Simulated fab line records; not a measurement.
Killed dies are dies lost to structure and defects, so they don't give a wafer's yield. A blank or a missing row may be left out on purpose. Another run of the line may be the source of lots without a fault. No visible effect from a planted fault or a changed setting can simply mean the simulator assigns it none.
fab line records + flow n5Finfet
record:
- lots: 6
- wafers: 18
- lastDay: 17
route steps=1938 shown MOL_CONTACT_COAG@576
lots untouched by any fault: they come from a run of this same line in which no faults occurred
startH: hours from the record's first day to the start of the lot's first wafer shown + waitH: hours from the lot's prior step to this one + " as in the row above + L1.1+2: a single row standing in for several wafers + - no value, or no start given + * or withheld: withheld + < > ~ a bound
route shown NAME@n: NAME is a module with steps in the file, n the number in the route of the first one + usual: mean/standard deviation of fault-free wafers + same: alike in all rows + chamber/n: place in a boat + sites: each site's reading + _std_site: how widely they spread, as a standard deviation + _edge_site: mean of outer sites minus mean of inner sites + radiusMm: how far each site lies from the wafer's centre + mask NAME#n: copy n + behind: the tool/chamber that last shaped the wafer + hold: why the lot was held/for how many hours/how that ended + device: transistor that didn't switch, given as n, p or np + end of line: tests run on the same wafers once the route is complete + a step with no rows: only its recipe + killed: count of dies lost to structure and defects at first sort (not the wafer's yield) + map: dies across one wafer; x = killed, . = not, _ = none there
set.NAME: the setting that was run; set.NAME@STEP: the one run at that earlier step + model.NAME: the simulator's own value behind a step, which no gauge read
certain route steps with their lots: each step a table, each wafer a row
services: a tool's chamber out of use, with start hour (startH, from the record's first day; less than 0 if before it), hours out, and reason
== steps ==
step: N5_MOL_CONTACT_COAG_DESCUM_88
recipe:
- chemistry: O2
- timeS: 7
- sourcePowerW: 50
- biasPowerW: 20
- pressureMtorr: 20
- rfFrequencyHz: 2.712e+07
- tempC: 40
- resist: CAR-EUV
- o2FlowSccm: 225
usual:
- drypumpMotorCurrentA: 5.4/0.54
- oesProductAu: 0.76/0.097
- rfVppV: 242.6/1.4
- showerheadPlenumPTorr: 2.06/0.061
- throttleValvePct: 20.41/0.21
| lot.wafer | tool       | chamber | startH | waitH | drypumpMotorCurrentA | oesProductAu | rfHoursCounterH | rfVppV | showerheadPlenumPTorr | throttleValvePct |
|-----------|------------|---------|--------|-------|----------------------|--------------|-----------------|--------|-----------------------|------------------|
| L692.1    | rieDiel-04 | 0       | 105.07 | 0.6   | 5.4                  | 0.69         | 223             | 242.5  | 2.04                  | 20.62            |
| L692.3    | "          | 1       | "      | "     | 5.3                  | 0.68         | 229             | 241.0  | 1.99                  | 20.48            |
| L692.5    | "          | 0       | "      | "     | 5.5                  | 0.69         | -               | 242.1  | 2.04                  | 20.61            |
| L698.1    | rieDiel-05 | 1       | 142.85 | 0.0   | 6.4                  | 0.75         | 160             | 241.8  | 2.00                  | 20.43            |
| L698.3    | "          | 3       | "      | "     | 4.9                  | 0.75         | 175             | 241.7  | 2.01                  | 20.59            |
| L698.5    | "          | 3       | "      | "     | 4.9                  | 0.75         | -               | 241.4  | 2.01                  | 20.59            |
| L704.2    | rieDiel-01 | 0       | 180.31 | 0.2   | 4.9                  | 0.93         | 10              | 242.8  | 2.05                  | 20.23            |
| L704.3    | "          | 3       | "      | "     | 4.9                  | 0.67         | 245             | 242.7  | 2.07                  | 20.40            |
| L704.5    | "          | 3       | "      | "     | 4.9                  | 0.67         | -               | 243.7  | 2.07                  | 20.39            |
| L705.2    | rieDiel-05 | 3       | 182.93 | 0.0   | 4.9                  | 0.73         | 189             | 242.2  | 2.01                  | 20.62            |
| L705.4    | "          | 2       | "      | "     | 5.2                  | 0.84         | 67              | 244.3  | 2.13                  | 20.11            |
| L705.5    | "          | 3       | "      | "     | 4.9                  | 0.73         | -               | 242.0  | 2.01                  | 20.63            |
| L706.1    | rieDiel-01 | 3       | 187.14 | 0.0   | 4.9                  | 0.67         | 247             | 241.4  | 2.07                  | 20.41            |
| L706.3    | "          | 2       | "      | "     | 6.3                  | 0.68         | 244             | 242.2  | 2.04                  | 20.44            |
| L706.4    | "          | 0       | "      | "     | 4.9                  | 0.92         | 12              | 243.3  | 2.05                  | 20.24            |
| L713.1    | rieDiel-04 | 3       | 232.13 | 0.1   | 4.9                  | 0.68         | 224             | 244.6  | 2.14                  | 20.67            |
| L713.2    | "          | 0       | "      | "     | 5.4                  | 0.96         | 10              | 242.9  | 2.02                  | 20.30            |
| L713.4    | "          | 2       | "      | "     | 5.3                  | 0.69         | 216             | 241.4  | 2.02                  | 20.51            |
step: N5_MOL_CONTACT_COAG_ETCH_89
recipe:
- chemistry: N2/H2
- target: underlayer
- targetDepthA: 130
- maskMaterial: CAR-EUV
- timeS: 10.4
- ionEnergyEv: 200
- pressureMtorr: 30
- sourceW: 840
- biasW: 150
- n2FlowSccm: 200
- h2FlowSccm: 200
- ends: cleared
usual:
- drypumpMotorCurrentA: 5.4/0.54
- etchRfOnTimeS: 10.6/0.31
- oesProductAu: 0.64/0.082
- rfFwdPowerW: 819.4/2.5
- rfVppV: 522.6/2.4
- showerheadPlenumPTorr: 2.50/0.073
- throttleValvePct: 17.85/0.27
| lot.wafer | tool       | chamber | startH | waitH | drypumpMotorCurrentA | etchRfOnTimeS | oesProductAu | rfFwdPowerW | rfHoursCounterH | rfVppV | showerheadPlenumPTorr | throttleValvePct |
|-----------|------------|---------|--------|-------|----------------------|---------------|--------------|-------------|-----------------|--------|-----------------------|------------------|
| L692.1    | rieDiel-04 | 0       | 105.10 | 0.0   | 5.5                  | 10.5          | 0.60         | 814.7       | 223             | 522.8  | 2.52                  | 18.30            |
| L692.3    | "          | 1       | "      | "     | 5.3                  | 10.9          | 0.58         | 821.2       | 229             | 520.5  | 2.40                  | 17.95            |
| L692.5    | "          | 0       | "      | "     | 5.5                  | 10.5          | 0.60         | 817.8       | -               | 523.9  | 2.52                  | 18.30            |
| L698.1    | rieDiel-05 | 1       | 142.88 | 0.0   | 6.3                  | 11.2          | 0.62         | 816.6       | 160             | 520.7  | 2.46                  | 18.02            |
| L698.3    | "          | 3       | "      | "     | 4.9                  | 10.2          | 0.63         | 816.9       | 175             | 519.6  | 2.43                  | 17.92            |
| L698.5    | "          | 3       | "      | "     | 4.9                  | 10.2          | 0.64         | 817.6       | -               | 521.0  | 2.43                  | 17.92            |
| L704.2    | rieDiel-01 | 0       | 180.34 | 0.0   | 4.9                  | 10.4          | 0.80         | 819.6       | 10              | 521.7  | 2.47                  | 17.49            |
| L704.3    | "          | 3       | "      | "     | 4.9                  | 10.7          | 0.57         | 818.6       | 245             | 523.0  | 2.51                  | 17.80            |
| L704.5    | "          | 3       | "      | "     | 4.9                  | 10.8          | 0.57         | 817.6       | -               | 523.0  | 2.51                  | 17.79            |
| L705.2    | rieDiel-05 | 3       | 182.97 | 0.0   | 4.9                  | 10.4          | 0.63         | 818.0       | 189             | 521.3  | 2.42                  | 17.92            |
| L705.4    | "          | 2       | "      | "     | 5.3                  | 10.3          | 0.71         | 823.9       | 67              | 524.7  | 2.56                  | 17.33            |
| L705.5    | "          | 3       | "      | "     | 4.9                  | 10.3          | 0.62         | 821.4       | -               | 520.3  | 2.42                  | 17.93            |
| L706.1    | rieDiel-01 | 3       | 187.18 | 0.0   | 4.9                  | 10.9          | 0.57         | 816.5       | 247             | 521.5  | 2.51                  | 17.82            |
| L706.3    | "          | 2       | "      | "     | 6.3                  | 11.0          | 0.56         | 820.6       | 244             | 522.8  | 2.51                  | 18.07            |
| L706.4    | "          | 0       | "      | "     | 4.9                  | 10.6          | 0.79         | 821.8       | 12              | 521.0  | 2.47                  | 17.48            |
| L713.1    | rieDiel-04 | 3       | 232.16 | 0.0   | 4.9                  | 10.6          | 0.58         | 819.4       | 224             | 524.7  | 2.60                  | 18.12            |
| L713.2    | "          | 0       | "      | "     | 5.5                  | 10.0          | 0.83         | 818.9       | 10              | 522.1  | 2.50                  | 17.94            |
| L713.4    | "          | 2       | "      | "     | 5.3                  | 10.3          | 0.60         | 817.5       | 216             | 519.4  | 2.44                  | 17.82            |
step: N5_MOL_CONTACT_COAG_ETCH_90
recipe:
- chemistry: CF4
- target: SiARC
- targetDepthA: 130
- maskMaterial: CAR-EUV
- timeS: 21.7
- ionEnergyEv: 80
- pressureMtorr: 40
- sourceW: 545
- biasW: 36
- Ar_flow_sccm: 100
- cf4FlowSccm: 100
- ends: cleared
step: N5_MOL_CONTACT_COAG_ALD_131
recipe:
- material: SiO2
- targetThkA: 50
- tempC: 100
- aldPrecursorFamily: BDEAS
- aldCoReactant: O2-plasma
- pulseTimeS: 1
- coReactantPulseTimeS: 1
- purgeTimeS: 2
- coReactantPurgeTimeS: 2
- aldCycles: 35
- pressureTorr: 2
step: N5_MOL_CONTACT_COAG_ETCHBACK_132
recipe:
- chemistry: CHF3
- target: SiO2
- targetDepthA: 100
- timeS: 6.7
- ionEnergyEv: 200
- pressureMtorr: 30
- sourceW: 610
- biasW: 170
- Ar_flow_sccm: 200
- CHF3_flow_sccm: 50
usual:
- drypumpMotorCurrentA: 5.4/0.56
- oes_f_703_au: 0.77/0.09
- oesProductAu: 0.78/0.1
- rfVppV: 526/16
- showerheadPlenumPTorr: 2.35/0.076
- throttleValvePct: 18.66/0.29
| lot.wafer | tool       | chamber | startH | waitH | drypumpMotorCurrentA | oes_f_703_au | oesProductAu | rfHoursCounterH | rfVppV | showerheadPlenumPTorr | throttleValvePct |
|-----------|------------|---------|--------|-------|----------------------|--------------|--------------|-----------------|--------|-----------------------|------------------|
| L692.1    | rieDiel-05 | 2       | 105.50 | 0.2   | 5.2                  | 0.85         | 0.87         | 39              | 528    | 2.42                  | 18.29            |
| L692.3    | "          | 1       | "      | "     | 6.4                  | 0.75         | 0.75         | 141             | 530    | 2.31                  | 18.79            |
| L692.5    | "          | 0       | "      | "     | 5.9                  | 0.67         | 0.66         | -               | 531    | 2.33                  | 18.60            |
| L698.1    | rieDiel-05 | 2       | 143.36 | 0.3   | 5.2                  | 0.83         | 0.85         | 55              | 528    | 2.42                  | 18.32            |
| L698.3    | "          | 3       | "      | "     | 4.9                  | 0.76         | 0.74         | 176             | 503    | 2.28                  | 18.84            |
| L698.5    | "          | 1       | "      | "     | 6.4                  | 0.74         | 0.74         | -               | 530    | 2.30                  | 18.82            |
| L704.2    | rieDiel-01 | 0       | 180.62 | 0.1   | 4.9                  | 0.90         | 0.94         | 10              | 548    | 2.35                  | 18.56            |
| L704.3    | "          | 1       | "      | "     | 4.7                  | 0.74         | 0.73         | 197             | 507    | 2.47                  | 18.91            |
| L704.5    | "          | 2       | "      | "     | 6.3                  | 0.65         | 0.67         | -               | 511    | 2.33                  | 18.85            |
| L705.2    | rieDiel-05 | 3       | 183.75 | 0.2   | 4.9                  | 0.75         | 0.73         | 189             | 501    | 2.28                  | 18.86            |
| L705.4    | "          | 1       | "      | "     | 6.4                  | 0.72         | 0.74         | 173             | 529    | 2.29                  | 18.86            |
| L705.5    | "          | 3       | "      | "     | 4.8                  | 0.75         | 0.74         | -               | 501    | 2.28                  | 18.87            |
| L706.1    | rieDiel-05 | 0       | 188.33 | 0.1   | 6.0                  | 0.91         | 0.93         | 14              | 531    | 2.32                  | 18.24            |
| L706.3    | "          | 2       | "      | "     | 5.2                  | 0.82         | 0.83         | 69              | 526    | 2.41                  | 18.34            |
| L706.4    | "          | 1       | "      | "     | 6.4                  | 0.72         | 0.73         | 174             | 529    | 2.29                  | 18.84            |
| L713.1    | rieDiel-01 | 1       | 232.48 | 0.1   | 4.7                  | 0.72         | 0.71         | 220             | 506    | 2.46                  | 18.95            |
| L713.2    | "          | 2       | "      | "     | 6.3                  | 0.92         | 0.96         | 2               | 510    | 2.33                  | 18.47            |
| L713.4    | "          | 3       | "      | "     | 4.9                  | 0.92         | 0.95         | 9               | 527    | 2.31                  | 18.14            |
step: N5_MOL_CONTACT_COAG_ETCH_91
recipe:
- chemistry: N2/H2
- target: SOC
- targetDepthA: 600
- overetchA: 210
- maskMaterial: SiARC
- tempC: 40
- timeS: 101.2
- ionEnergyEv: 200
- pressureMtorr: 30
- sourceW: 840
- biasW: 150
- n2FlowSccm: 200
- h2FlowSccm: 200
usual:
- drypumpMotorCurrentA: 5.4/0.56
- oesProductAu: 0.65/0.079
- rfFwdPowerW: 835/3.3
- rfVppV: 522.9/2.5
- showerheadPlenumPTorr: 2.51/0.075
- throttleValvePct: 17.78/0.28
| lot.wafer | tool       | chamber | startH | waitH | drypumpMotorCurrentA | oesProductAu | rfFwdPowerW | rfHoursCounterH | rfVppV | showerheadPlenumPTorr | throttleValvePct |
|-----------|------------|---------|--------|-------|----------------------|--------------|-------------|-----------------|--------|-----------------------|------------------|
| L692.1    | rieDiel-05 | 2       | 105.54 | 0.0   | 5.2                  | 0.73         | 838         | 39              | 524.7  | 2.58                  | 17.25            |
| L692.3    | "          | 1       | "      | "     | 6.4                  | 0.65         | 839         | 141             | 521.5  | 2.47                  | 17.95            |
| L692.5    | "          | 0       | "      | "     | 6.0                  | 0.57         | 833         | -               | 522.0  | 2.52                  | 17.83            |
| L698.1    | rieDiel-05 | 2       | 143.39 | 0.0   | 5.2                  | 0.70         | 834         | 55              | 524.2  | 2.57                  | 17.27            |
| L698.3    | "          | 3       | "      | "     | 4.9                  | 0.62         | 833         | 176             | 518.6  | 2.43                  | 17.87            |
| L698.5    | "          | 1       | "      | "     | 6.4                  | 0.64         | 837         | -               | 520.6  | 2.46                  | 17.98            |
| L704.2    | rieDiel-01 | 0       | 180.66 | 0.0   | 4.9                  | 0.79         | 836         | 10              | 521.0  | 2.47                  | 17.45            |
| L704.3    | "          | 1       | "      | "     | 4.7                  | 0.61         | 832         | 197             | 526.9  | 2.62                  | 17.93            |
| L704.5    | "          | 2       | "      | "     | 6.3                  | 0.57         | 836         | -               | 522.2  | 2.51                  | 18.03            |
| L705.2    | rieDiel-05 | 3       | 183.78 | 0.0   | 4.9                  | 0.61         | 836         | 189             | 521.7  | 2.42                  | 17.91            |
| L705.4    | "          | 1       | "      | "     | 6.4                  | 0.63         | 845         | 173             | 521.2  | 2.45                  | 18.03            |
| L705.5    | "          | 3       | "      | "     | 4.9                  | 0.61         | 838         | -               | 518.9  | 2.42                  | 17.89            |
| L706.1    | rieDiel-05 | 0       | 188.37 | 0.0   | 5.9                  | 0.77         | 835         | 14              | 524.0  | 2.51                  | 17.45            |
| L706.3    | "          | 2       | "      | "     | 5.2                  | 0.69         | 834         | 69              | 525.0  | 2.56                  | 17.29            |
| L706.4    | "          | 1       | "      | "     | 6.4                  | 0.63         | 833         | 174             | 521.3  | 2.45                  | 18.02            |
| L713.1    | rieDiel-01 | 1       | 232.51 | 0.0   | 4.7                  | 0.60         | 834         | 220             | 526.1  | 2.61                  | 17.97            |
| L713.2    | "          | 2       | "      | "     | 6.3                  | 0.80         | 838         | 2               | 522.2  | 2.51                  | 17.65            |
| L713.4    | "          | 3       | "      | "     | 4.9                  | 0.79         | 836         | 9               | 522.9  | 2.51                  | 17.44            |
step: N5_MOL_CONTACT_COAG_STRIP_92
recipe:
- chemistry: N2/H2
- tempC: 40
- n2FlowSccm: 200
- h2FlowSccm: 200
- rfFrequencyHz: 6e+07
step: N5_MOL_CONTACT_COAG_STRIP_93
recipe:
- chemistry: N2/H2
- tempC: 40
- n2FlowSccm: 200
- h2FlowSccm: 200
- rfFrequencyHz: 6e+07
step: N5_MOL_CONTACT_COAG_ETCHBACK_135
recipe:
- chemistry: CHF3
- target: SiO2
- targetDepthA: 250
- timeS: 16.7
- ionEnergyEv: 200
- pressureMtorr: 30
- sourceW: 610
- biasW: 170
- Ar_flow_sccm: 200
- CHF3_flow_sccm: 50
usual:
- drypumpMotorCurrentA: 5.4/0.56
- oes_f_703_au: 0.77/0.089
- oesProductAu: 0.78/0.1
- rfVppV: 526/16
- showerheadPlenumPTorr: 2.35/0.076
- throttleValvePct: 18.66/0.29
| lot.wafer | tool       | chamber | startH | waitH | drypumpMotorCurrentA | oes_f_703_au | oesProductAu | rfHoursCounterH | rfVppV | showerheadPlenumPTorr | throttleValvePct |
|-----------|------------|---------|--------|-------|----------------------|--------------|--------------|-----------------|--------|-----------------------|------------------|
| L692.1    | rieDiel-05 | 2       | 105.63 | 0.0   | 5.2                  | 0.86         | 0.87         | 39              | 528    | 2.42                  | 18.27            |
| L692.3    | "          | 1       | "      | "     | 6.4                  | 0.75         | 0.76         | 141             | 530    | 2.31                  | 18.79            |
| L692.5    | "          | 0       | "      | "     | 5.9                  | 0.67         | 0.66         | -               | 529    | 2.33                  | 18.61            |
| L698.1    | rieDiel-05 | 2       | 143.48 | 0.0   | 5.2                  | 0.83         | 0.85         | 55              | 526    | 2.42                  | 18.31            |
| L698.3    | "          | 3       | "      | "     | 4.9                  | 0.76         | 0.74         | 176             | 503    | 2.29                  | 18.87            |
| L698.5    | "          | 1       | "      | "     | 6.4                  | 0.73         | 0.74         | -               | 529    | 2.30                  | 18.82            |
| L704.2    | rieDiel-01 | 0       | 180.75 | 0.0   | 4.9                  | 0.90         | 0.94         | 10              | 549    | 2.35                  | 18.57            |
| L704.3    | "          | 1       | "      | "     | 4.7                  | 0.74         | 0.72         | 197             | 508    | 2.47                  | 18.92            |
| L704.5    | "          | 2       | "      | "     | 6.3                  | 0.65         | 0.67         | -               | 511    | 2.33                  | 18.85            |
| L705.2    | rieDiel-05 | 3       | 183.87 | 0.0   | 4.9                  | 0.75         | 0.72         | 189             | 502    | 2.28                  | 18.87            |
| L705.4    | "          | 1       | "      | "     | 6.4                  | 0.72         | 0.74         | 173             | 531    | 2.29                  | 18.84            |
| L705.5    | "          | 3       | "      | "     | 4.9                  | 0.75         | 0.73         | -               | 502    | 2.28                  | 18.86            |
| L706.1    | rieDiel-05 | 0       | 188.46 | 0.0   | 5.9                  | 0.91         | 0.93         | 14              | 531    | 2.32                  | 18.25            |
| L706.3    | "          | 2       | "      | "     | 5.2                  | 0.82         | 0.84         | 69              | 526    | 2.41                  | 18.34            |
| L706.4    | "          | 1       | "      | "     | 6.4                  | 0.73         | 0.73         | 174             | 527    | 2.29                  | 18.84            |
| L713.1    | rieDiel-01 | 1       | 232.60 | 0.0   | 4.7                  | 0.72         | 0.71         | 220             | 507    | 2.46                  | 18.96            |
| L713.2    | "          | 2       | "      | "     | 6.3                  | 0.92         | 0.97         | 2               | 508    | 2.33                  | 18.46            |
| L713.4    | "          | 3       | "      | "     | 4.9                  | 0.93         | 0.96         | 9               | 528    | 2.31                  | 18.15            |
step: N5_MOL_CONTACT_COAG_STRIP_118
recipe:
- chemistry: CHF3
- resist: SiARC
- rfFrequencyHz: 6e+07
step: N5_MOL_CONTACT_COAG_VIA_ETCH_46
recipe:
- chemistry: C4F6/O2
- targetDepthA: 460
- overetchA: 92
- maskMaterial: SOC
- target: SiO2
- biasW: 455
- pressureMtorr: 10
- timeS: 40
- sourceW: 325
- Ar_flow_sccm: 300
- C4F6_flow_sccm: 10
- O2_flow_sccm: 10
- ionEnergyEv: 575.3
- ends: endPoint
step: N5_MOL_CONTACT_COAG_STRIP_96
recipe:
- chemistry: N2/H2
- powerW: 500
- tempC: 40
- pressureMtorr: 50
- rfFrequencyHz: 6e+07
- overashFraction: 0.3
- biasPowerW: 28
- h2Frac: 0.5
- n2FlowSccm: 300
- h2FlowSccm: 300
step: N5_MOL_CONTACT_COAG_ETCH_47
recipe:
- chemistry: CH3F/O2
- target: SiNx
- targetDepthA: 270
- maskMaterial: SiO2
- stopOn: W
- overEtchFrac: 0.2
- ionEnergyEv: 120
- endpoint: OES-CN
- pressureMtorr: 30
- sourceW: 395
- biasW: 73
- Ar_flow_sccm: 150
- CH3F_flow_sccm: 30
- O2_flow_sccm: 20
- ends: endPoint
usual:
- drypumpMotorCurrentA: 5.4/0.56
- etchRfOnTimeS: 31.5/0.74
- oes_f_703_au: 0.77/0.088
- oesProductAu: 0.69/0.089
- rfFwdPowerW: 387.0/1.9
- rfVppV: 299/9.1
- showerheadPlenumPTorr: 1.97/0.066
- throttleValvePct: 16.29/0.29
| lot.wafer | tool       | chamber | startH | waitH | drypumpMotorCurrentA | etchRfOnTimeS | oes_f_703_au | oesProductAu | rfFwdPowerW | rfHoursCounterH | rfVppV | showerheadPlenumPTorr | throttleValvePct | model.etch.tClearS | model.etch.overEtchS |
|-----------|------------|---------|--------|-------|----------------------|---------------|--------------|--------------|-------------|-----------------|--------|-----------------------|------------------|--------------------|----------------------|
| L692.1    | rieDiel-05 | 2       | 105.77 | 0.0   | 5.2                  | 30.3          | 0.84         | 0.79         | 390.7       | 40              | 302    | 2.04                  | 15.89            | 25.23              | 5.047                |
| L692.3    | "          | 1       | "      | "     | 6.4                  | 32.4          | 0.74         | 0.68         | 390.3       | 141             | 298    | 1.93                  | 16.37            | 27.02              | 5.404                |
| L692.5    | "          | 0       | "      | "     | 5.9                  | 31.8          | 0.66         | 0.60         | 384.2       | -               | 302    | 1.96                  | 16.29            | 26.46              | 5.292                |
| L698.1    | rieDiel-05 | 2       | 143.62 | 0.0   | 5.2                  | 30.6          | 0.83         | 0.76         | 389.5       | 55              | 299    | 2.03                  | 15.94            | 25.52              | 5.104                |
| L698.3    | "          | 3       | "      | "     | 4.9                  | 30.6          | 0.76         | 0.66         | 389.2       | 176             | 285    | 1.92                  | 16.49            | 25.47              | 5.095                |
| L698.5    | "          | 1       | "      | "     | 6.4                  | 32.8          | 0.73         | 0.66         | 390.0       | -               | 301    | 1.92                  | 16.41            | 27.35              | 5.469                |
| L704.2    | rieDiel-01 | 0       | 180.89 | 0.0   | 4.9                  | 31.4          | 0.90         | 0.83         | 384.8       | 10              | 310    | 1.97                  | 16.17            | 26.22              | 5.244                |
| L704.3    | "          | 1       | "      | "     | 4.7                  | 32.0          | 0.74         | 0.65         | 384.9       | 197             | 288    | 2.07                  | 16.48            | 26.7               | 5.341                |
| L704.5    | "          | 2       | "      | "     | 6.3                  | 32.7          | 0.64         | 0.59         | 385.7       | -               | 290    | 1.96                  | 16.49            | 27.27              | 5.453                |
| L705.2    | rieDiel-05 | 3       | 184.01 | 0.0   | 4.8                  | 34.2          | 0.53         | 0.62         | 293.3       | 189             | 324    | 1.91                  | 16.51            | 28.54              | 5.708                |
| L705.4    | "          | 1       | "      | "     | 6.4                  | 36.4          | 0.50         | 0.62         | 293.9       | 173             | 343    | 1.92                  | 16.42            | 30.35              | 6.069                |
| L705.5    | "          | 3       | "      | "     | 4.9                  | 34.7          | 0.53         | 0.61         | 293.8       | -               | 326    | 1.91                  | 16.50            | 28.92              | 5.784                |
| L706.1    | rieDiel-05 | 0       | 188.60 | 0.0   | 6.0                  | 34.0          | 0.64         | 0.79         | 289.7       | 14              | 341    | 1.95                  | 15.86            | 28.33              | 5.665                |
| L706.3    | "          | 2       | "      | "     | 5.2                  | 33.5          | 0.57         | 0.70         | 293.9       | 69              | 341    | 2.03                  | 15.96            | 27.95              | 5.59                 |
| L706.4    | "          | 1       | "      | "     | 6.5                  | 36.2          | 0.51         | 0.62         | 292.9       | 174             | 341    | 1.92                  | 16.44            | 30.14              | 6.028                |
| L713.1    | rieDiel-01 | 1       | 232.74 | 0.0   | 4.7                  | 31.6          | 0.72         | 0.64         | 385.0       | 220             | 288    | 2.06                  | 16.52            | 26.3               | 5.26                 |
| L713.2    | "          | 2       | "      | "     | 6.3                  | 31.5          | 0.91         | 0.86         | 384.9       | 2               | 289    | 1.95                  | 16.08            | 26.21              | 5.243                |
| L713.4    | "          | 3       | "      | "     | 4.9                  | 30.4          | 0.92         | 0.85         | 384.3       | 9               | 301    | 1.94                  | 15.78            | 25.32              | 5.063                |
step: N5_MOL_CONTACT_COAG_STRIP_119
recipe:
- chemistry: N2/H2
- timeS: 30
- powerW: 1000
- tempC: 250
- pressureMtorr: withheld
- n2FlowSccm: 1750
- h2FlowSccm: 3250
== services ==
| tool       | chamber | startH | hours | kind                         |
|------------|---------|--------|-------|------------------------------|
| rieDiel-01 | -       | 102.19 | 4.3   | pm                           |
| rieDiel-01 | 2       | 107.31 | 5.2   | repair                       |
| rieDiel-01 | -       | 114.81 | 14.6  | pm                           |
| rieDiel-05 | 0       | 119.05 | -     | clean                        |
| rieDiel-05 | 0       | 119.05 | -     | consumableReplace:focusRing  |
| rieDiel-05 | 0       | 119.05 | 23.4  | scheduledDown                |
| rieDiel-05 | 0       | 119.05 | 23.4  | ventCycle                    |
| rieDiel-05 | 2       | 120.99 | 4.6   | repair                       |
| rieDiel-01 | 0       | 141.86 | -     | clean                        |
| rieDiel-01 | 0       | 141.86 | -     | consumableReplace:focusRing  |
| rieDiel-01 | 0       | 141.86 | 13.6  | scheduledDown                |
| rieDiel-01 | 0       | 141.86 | 13.6  | ventCycle                    |
| rieDiel-04 | 1       | 152.74 | 6.5   | repair                       |
| rieDiel-04 | 1       | 165.36 | -     | clean                        |
| rieDiel-04 | 1       | 165.36 | -     | consumableReplace:focusRing  |
| rieDiel-04 | 1       | 165.36 | -     | consumableReplace:showerhead |
| rieDiel-01 | 3       | 197.18 | -     | clean                        |
| rieDiel-01 | 3       | 197.18 | -     | consumableReplace:focusRing  |
| rieDiel-01 | 3       | 197.18 | 15.6  | scheduledDown                |
| rieDiel-01 | 3       | 197.18 | 15.6  | ventCycle                    |
| rieDiel-01 | 2       | 212.78 | -     | clean                        |
| rieDiel-01 | 2       | 212.78 | -     | consumableReplace:focusRing  |
| rieDiel-01 | 2       | 212.78 | 15.4  | scheduledDown                |
| rieDiel-01 | 2       | 212.78 | 15.4  | ventCycle                    |
== key ==
firstSign:
- step: N5_MOL_CONTACT_COAG_ETCH_47
- reading: rfFwdPowerW
- direction: down
- sigmas: 49
- usual: *
- struck: *
effect:
- step: N5_MOL_CONTACT_COAG_ETCH_47
- reading: etchRfOnTimeS
- direction: up
- sigmas: 4.5
- usual: *
- struck: *
modelEffect:
- step: N5_MOL_CONTACT_COAG_ETCH_47
- value: etch.tClearS
- without: 26.17
- struck: 29.04
metAt N5_MOL_CONTACT_COAG_ETCH_47
struckWafers L705.2,L705.4,L705.5,L706.1,L706.3,L706.4
testerLeftOut L705,L706
onsetBetween 143.62 184.01
fault:
- kind: processParameterDrift
- tool: rieDiel-05
- chamber: -
- onsetH: 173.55
- steps: N5_MOL_CONTACT_COAG_ETCH_47
- channel: sourceW
- offset: -94.8
- shape: step
- endH: 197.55
- actsIn: theseRecipesOnly
- stated: 395
testerLeftOut: of these lots the tester's yield and bins aren't shown, on N5 and GAA mostly nor the transistor test; their killed dies are dies lost to structure and defects alone, not to doping, threshold or leakage, so they don't give the yield
